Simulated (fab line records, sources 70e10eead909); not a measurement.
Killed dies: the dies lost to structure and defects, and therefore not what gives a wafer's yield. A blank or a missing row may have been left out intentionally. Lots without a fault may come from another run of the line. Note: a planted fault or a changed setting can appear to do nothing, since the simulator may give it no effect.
2 desks looking at one fault -- flow nand harc -- every desk sees just its own numbers, and what lay behind them comes last

AT THE METROLOGY DESK
Lot by lot, what the gauges showed, no matter which tool ran the lot: averages of those sampled wafers that carry a number. Marked OUT: a lot whose mean sits more than 4 standard deviations from the usual mean, which makes it out of limits; the brackets give that distance.
Columns: A = cd nm at NHARC_A_BONDPAD_CD_MEAS_09, usual 500.5 nm
lot,first seen here,A
L825,day 18 10:07,501.1
L826,day 18 13:15,499.2
L828,day 18 15:19,499.5
L827,day 18 15:55,503.0
L836,day 21 04:21,510.3
L840,day 22 16:34,499.8
L842,day 22 18:58,498.9
L839,day 22 19:16,507.0
L845,day 23 01:16,504.9
L846,day 23 06:04,496.4
This desk's verdict: no lot among the 10 shows anything out of limits.

AT THE TOOL OWNER'S DESK: krf scanner-04
The tool's own readings at NHARC_A_BONDPAD_EXPOSE_06 (exposes mask A BPAD): means of the sampled wafers that have a number, for each lot that ran on this tool. Marked OUT: a lot whose mean sits more than 4 standard deviations from the usual mean, which makes it out of limits; the brackets give that distance.
Columns: A = exposure dose mJ cm2 at NHARC_A_BONDPAD_EXPOSE_06, usual 36.98
lot,first seen here,A
L825,day 18 09:58,37.00
L828,day 18 15:11,37.01
L827,day 18 15:46,36.97
L836,day 21 04:12,48.94 (+99 or more) OUT
L839,day 22 19:07,45.25 (+99 or more) OUT
This desk finds L836, L839 out of limits, L836 being first, at day 21 04:12 (exposure dose mJ cm2 at NHARC_A_BONDPAD_EXPOSE_06). In limits: L825, L828, L827.

TAKEN TOGETHER
At day 21 04:12, on L836, L839, the tool owner's desk was in a position to raise an alarm.
Nothing out of limits was seen by the metrology desk.
The metrology desk has L836, L839 on record, within its limits.
Of the lots named, all ran NHARC_A_BONDPAD_EXPOSE_06 on krf scanner-04.

WHAT WAS PUT IN BY THE SIMULATOR
Process parameter drift: krf scanner-04, from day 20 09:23 on, at NHARC_A_BONDPAD_EXPOSE_06. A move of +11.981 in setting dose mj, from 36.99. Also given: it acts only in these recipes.
Struck lots among those shown: L836, L839.
Hours from the fault's start to each desk's first reading out of limits: the tool owner's desk, 19.
